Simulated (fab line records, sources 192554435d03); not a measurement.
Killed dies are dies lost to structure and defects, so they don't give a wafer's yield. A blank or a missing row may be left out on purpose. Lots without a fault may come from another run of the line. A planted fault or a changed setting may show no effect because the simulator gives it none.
One fault seen from 2 desks | flow n5_finfet | each desk has only its own numbers; what lay behind them comes last

THE METROLOGY DESK
What the gauges read, lot by lot, whatever tool the lot ran on: means of the sampled wafers that have a number. A lot is out of limits, marked OUT, if its mean lies more than 4 standard deviations from the usual mean; the brackets give that distance.
Columns: A = M15_ILD_THK at N5_BEOL_M15_THK_MEAS_01, usual 1622 nm
lot  | first seen here | A
L278 | day 11 09:10    | 1620
L280 | day 12 17:25    | 1605
L282 | day 12 17:47    | 1612
L287 | day 13 16:04    | 1604
L288 | day 15 13:52    | 1617
L292 | day 15 14:23    | 1604
L290 | day 15 14:56    | 1605
L294 | day 15 17:38    | 1639
L295 | day 16 16:05    | 1613
L297 | day 16 16:07    | 1664
L301 | day 17 18:44    | 1609
This desk's finding: nothing out of limits on any of the 11 lots.

THE TOOL OWNER'S DESK: rie_diel-06
The tool's own readings at N5_BEOL_M15_STRIP_63 (strips in O2): means of the sampled wafers that have a number, for each lot that ran on this tool. A lot is out of limits, marked OUT, if its mean lies more than 4 standard deviations from the usual mean; the brackets give that distance.
Columns: A = chamber_pressure_mTorr at N5_BEOL_M15_STRIP_63, usual 29.99 mTorr; B = drypump_motor_current_A at N5_BEOL_M15_STRIP_63, usual 5.5 A; C = oes_product_au at N5_BEOL_M15_STRIP_63, usual 0.80 a.u.; D = rf_vpp_V at N5_BEOL_M15_STRIP_63, usual 3.6 V; E = showerhead_plenum_p_Torr at N5_BEOL_M15_STRIP_63, usual 2.10 Torr; F = throttle_valve_pct at N5_BEOL_M15_STRIP_63, usual 16.72 %
lot  | first seen here | A               | B   | C    | D   | E    | F
L278 | day 11 09:00    | 30.01           | 5.5 | 0.80 | 3.7 | 2.08 | 16.82
L282 | day 12 18:00    | 29.99           | 5.6 | 0.77 | 3.5 | 2.16 | 16.63
L287 | day 13 16:00    | 30.00           | 5.4 | 0.79 | 3.6 | 2.13 | 16.67
L288 | day 15 14:00    | 26.94 (-51) OUT | 5.7 | 0.75 | 4.0 | 2.09 | 16.84
L290 | day 15 15:00    | 26.99 (-50) OUT | 5.4 | 0.77 | 3.3 | 2.12 | 16.68
This desk's finding: out of limits on L288, L290; first on L288, day 15 14:00 (chamber_pressure_mTorr at N5_BEOL_M15_STRIP_63). In limits: L278, L282, L287.

PUT TOGETHER
The tool owner's desk could have raised an alarm at day 15 14:00, on L288, L290.
The metrology desk saw nothing out of limits.
The metrology desk has L288, L290 on record, within its limits.
Of the lots named, all ran N5_BEOL_M15_STRIP_63 on rie_diel-06.

WHAT THE SIMULATOR HAD PUT IN
Process parameter drift: rie_diel-06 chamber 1, from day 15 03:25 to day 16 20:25, at N5_BEOL_M15_STRIP_63. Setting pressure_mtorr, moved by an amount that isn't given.
Lots struck among those shown: L288, L290.
Hours from the fault's start to each desk's first reading out of limits: the tool owner's desk, 11.
